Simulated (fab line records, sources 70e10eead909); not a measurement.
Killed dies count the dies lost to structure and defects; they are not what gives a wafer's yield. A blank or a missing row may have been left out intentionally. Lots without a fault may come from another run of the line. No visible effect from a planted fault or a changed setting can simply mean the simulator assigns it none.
Check for tools in common :: flow nand_harc :: Sampled: 12 lots, 36 wafers

## REASON IT WAS OPENED
On 1 of the 12 lots, a flag is raised at NHARC_P_GATE_CD_MEAS_59 on the reading cd_nm. Fault-free wafers read 720.3 nm, with a standard deviation of 1.8.
Rule: a lot is flagged in two cases, either no wafer of it has a number, or all its wafers with numbers fall more than 4 standard deviations from that mean. The rest of the lots are taken to be sound.

lot: L111
measured: day 4 19:54
on: cd_sem-03
cd_nm (nm), wafer by wafer: 718.7 724.0 720.3
flag: 

lot: L112
measured: day 5 00:07
on: cd_sem-03
cd_nm (nm), wafer by wafer: 720.4 719.6 718.1
flag: 

lot: L113
measured: day 5 09:20
on: cd_sem-02
cd_nm (nm), wafer by wafer: 722.8 724.1 722.3
flag: 

lot: L114
measured: day 6 06:16
on: cd_sem-02
cd_nm (nm), wafer by wafer: 720.7 720.9 718.8
flag: 

lot: L117
measured: day 7 05:37
on: cd_sem-03
cd_nm (nm), wafer by wafer: 764.7 768.5 762.4
flag: FLAGGED

lot: L127
measured: day 11 08:49
on: cd_sem-02
cd_nm (nm), wafer by wafer: 717.9 718.3 719.8
flag: 

lot: L128
measured: day 12 00:47
on: cd_sem-01
cd_nm (nm), wafer by wafer: 719.0 722.0 721.2
flag: 

lot: L129
measured: day 12 05:48
on: cd_sem-03
cd_nm (nm), wafer by wafer: 722.5 721.7 722.3
flag: 

lot: L131
measured: day 12 20:26
on: cd_sem-02
cd_nm (nm), wafer by wafer: 720.8 719.8 721.2
flag: 

lot: L132
measured: day 13 14:28
on: cd_sem-01
cd_nm (nm), wafer by wafer: 721.0 716.9 717.2
flag: 

lot: L133
measured: day 13 19:17
on: cd_sem-02
cd_nm (nm), wafer by wafer: 715.9 721.1 715.7
flag: 

lot: L134
measured: day 14 02:16
on: cd_sem-01
cd_nm (nm), wafer by wafer: 719.2 719.5 721.8
flag: 
Average over the flagged lots: 765.2 nm; offset from the usual +44.9 nm, equal to +25 standard deviations.

## TOOL THAT RAN EACH LOT
The record holds 2 process steps before the reading, out of a route of 1302 steps. Every cell lists first the tool, next ch and the chambers used by the sampled wafers, and last the start.
lot: L111
flag: 
NHARC_P_GATE_ETCH_114: rie_diel-05 ch 1,2,3, day 4 19:45 or earlier
NHARC_P_GATE_EXPOSE_56: krf_scanner-02 ch 0, day 4 19:45

lot: L112
flag: 
NHARC_P_GATE_ETCH_114: rie_diel-10 ch 1,2,3, day 4 23:58 or earlier
NHARC_P_GATE_EXPOSE_56: krf_scanner-03 ch 0, day 4 23:58

lot: L113
flag: 
NHARC_P_GATE_ETCH_114: rie_diel-03 ch 1,2,3, day 5 09:11 or earlier
NHARC_P_GATE_EXPOSE_56: krf_scanner-04 ch 0, day 5 09:11

lot: L114
flag: 
NHARC_P_GATE_ETCH_114: rie_diel-03 ch 0,2,3, day 6 06:07 or earlier
NHARC_P_GATE_EXPOSE_56: krf_scanner-04 ch 0, day 6 06:07

lot: L117
flag: FLAGGED
NHARC_P_GATE_ETCH_114: rie_diel-05 ch 1,2, day 7 05:28 or earlier
NHARC_P_GATE_EXPOSE_56: krf_scanner-02 ch 0, day 7 05:28

lot: L127
flag: 
NHARC_P_GATE_ETCH_114: rie_diel-10 ch 0,2, day 11 08:40 or earlier
NHARC_P_GATE_EXPOSE_56: krf_scanner-04 ch 0, day 11 08:40

lot: L128
flag: 
NHARC_P_GATE_ETCH_114: rie_diel-05 ch 1,2, day 12 00:38 or earlier
NHARC_P_GATE_EXPOSE_56: krf_scanner-04 ch 0, day 12 00:38

lot: L129
flag: 
NHARC_P_GATE_ETCH_114: rie_diel-03 ch 1,2,3, day 12 05:39 or earlier
NHARC_P_GATE_EXPOSE_56: krf_scanner-04 ch 0, day 12 05:39

lot: L131
flag: 
NHARC_P_GATE_ETCH_114: rie_diel-10 ch 1,2,3, day 12 20:17 or earlier
NHARC_P_GATE_EXPOSE_56: krf_scanner-02 ch 0, day 12 20:17

lot: L132
flag: 
NHARC_P_GATE_ETCH_114: rie_diel-10 ch 2,3, day 13 14:18 or earlier
NHARC_P_GATE_EXPOSE_56: krf_scanner-02 ch 0, day 13 14:18

lot: L133
flag: 
NHARC_P_GATE_ETCH_114: rie_diel-03 ch 1,2,3, day 13 19:07 or earlier
NHARC_P_GATE_EXPOSE_56: krf_scanner-03 ch 0, day 13 19:07

lot: L134
flag: 
NHARC_P_GATE_ETCH_114: rie_diel-05 ch 0,1,2, day 14 02:06 or earlier
NHARC_P_GATE_EXPOSE_56: krf_scanner-02 ch 0, day 14 02:06
These steps, and what they do:
- NHARC_P_GATE_ETCH_114: etches the open film in CF4/O2, target depth 30 nm, overetch 3 nm, time 16.5 s.
- NHARC_P_GATE_EXPOSE_56: exposes mask P PSD, target cd 720 nm.
- NHARC_P_GATE_CD_MEAS_59: target cd 720 nm.

## FLAGGED AGAINST TOTAL, ONE TOOL AT A TIME (gauges that did the reading follow at the end)
step: NHARC_P_GATE_ETCH_114
tool: rie_diel-03
lots run: 4
flagged: 0
share of the flagged lots: none
sound lots run after its first flagged lot: -

step: NHARC_P_GATE_ETCH_114
tool: rie_diel-05
lots run: 4
flagged: 1
share of the flagged lots: all
sound lots run after its first flagged lot: 2 (L128,L134)

step: NHARC_P_GATE_ETCH_114
tool: rie_diel-10
lots run: 4
flagged: 0
share of the flagged lots: none
sound lots run after its first flagged lot: -

step: NHARC_P_GATE_EXPOSE_56
tool: krf_scanner-02
lots run: 5
flagged: 1
share of the flagged lots: all
sound lots run after its first flagged lot: 3 (L131,L132,L134)

step: NHARC_P_GATE_EXPOSE_56
tool: krf_scanner-03
lots run: 2
flagged: 0
share of the flagged lots: none
sound lots run after its first flagged lot: -

step: NHARC_P_GATE_EXPOSE_56
tool: krf_scanner-04
lots run: 5
flagged: 0
share of the flagged lots: none
sound lots run after its first flagged lot: -

step: NHARC_P_GATE_CD_MEAS_59
tool: cd_sem-01
lots run: 3
flagged: 0
share of the flagged lots: none
sound lots run after its first flagged lot: -

step: NHARC_P_GATE_CD_MEAS_59
tool: cd_sem-02
lots run: 5
flagged: 0
share of the flagged lots: none
sound lots run after its first flagged lot: -

step: NHARC_P_GATE_CD_MEAS_59
tool: cd_sem-03
lots run: 4
flagged: 1
share of the flagged lots: all
sound lots run after its first flagged lot: 1 (L129)
NHARC_P_GATE_ETCH_114: start missing for some lots; hours and lot order therefore follow NHARC_P_GATE_EXPOSE_56.

## WHAT THE TABLE PERMITS
3 rows of the table ran every flagged lot: rie_diel-05 at NHARC_P_GATE_ETCH_114, krf_scanner-02 at NHARC_P_GATE_EXPOSE_56, cd_sem-03 at NHARC_P_GATE_CD_MEAS_59.
- rie_diel-05 at NHARC_P_GATE_ETCH_114: 1 of its 4 lots flagged. Sound lots ran on it after the first flagged one (L128, L134), which a lasting fault on the whole tool wouldn't allow.
- krf_scanner-02 at NHARC_P_GATE_EXPOSE_56: 1 of its 5 lots flagged. Sound lots ran on it after the first flagged one (L131, L132, L134), which a lasting fault on the whole tool wouldn't allow.
- cd_sem-03 at NHARC_P_GATE_CD_MEAS_59: 1 of its 4 lots flagged. Sound lots ran on it after the first flagged one (L129), which a lasting fault on the whole tool wouldn't allow.
No row of the table ran every flagged lot and no sound lot after the first.

## WHAT THE SIMULATOR HAD PUT IN
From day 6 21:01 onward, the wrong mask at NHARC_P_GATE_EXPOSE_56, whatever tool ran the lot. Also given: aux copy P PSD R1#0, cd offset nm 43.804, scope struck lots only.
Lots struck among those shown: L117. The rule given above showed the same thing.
